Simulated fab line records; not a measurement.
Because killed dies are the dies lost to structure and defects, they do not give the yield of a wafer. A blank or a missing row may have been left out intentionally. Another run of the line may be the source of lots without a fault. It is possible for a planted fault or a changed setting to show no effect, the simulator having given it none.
Chamber matching    flow n5 finfet    N5_BEOL_M6_DESCUM_33 on rie diel-01 has 4 sister chambers
The step chemistry O2, time 7 s. 4 wafers are shown with their chamber, then 9 later ones without.

## WAFERS PAIRED WITH THEIR CHAMBERS
wafer   chamber  throttle valve pct (%)
L085.2  2        20.3
L092.1  0        20.2
L092.2  3        20.2
L092.5  1        21.1

## WAFERS WHOSE CHAMBER IS MISSING
wafer   throttle valve pct (%)
L091.1  20.2
L091.4  20.3
L091.5  20.3
L094.2  20.3
L094.3  20.2
L094.6  21.1
L096.1  21.2
L096.4  20.3
L096.5  20.3

## WHICH CHAMBER EACH WENT THROUGH
wafer    from the rows above       in truth
L091.1   can't be placed: 0 or 3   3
L091.4   2                         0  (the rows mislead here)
L091.5   2                         2
L094.2   2                         2
L094.3   can't be placed: 0 or 3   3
L094.6   1                         1
L096.1   1                         1
L096.4   2                         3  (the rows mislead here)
L096.5   2                         2
Correctly placed: 5 of 9. These rows do not allow placing 2 (true chamber among the candidates in 2). Number placed wrongly: 2.
How it was worked out, from the rows above alone: a wafer's distance from a chamber is the root of the sum, over the readings, of the square of ((its reading less the chamber's mean) divided by the reading's scatter). The wafer belongs to the nearest chamber; if the next one is less than 2 further off, it can't be placed. A chamber's mean is the mean of its shown wafers. The scatter: with one shown wafer a chamber, the root of the mean of the squares of how far each hidden wafer lies from its nearest shown one.
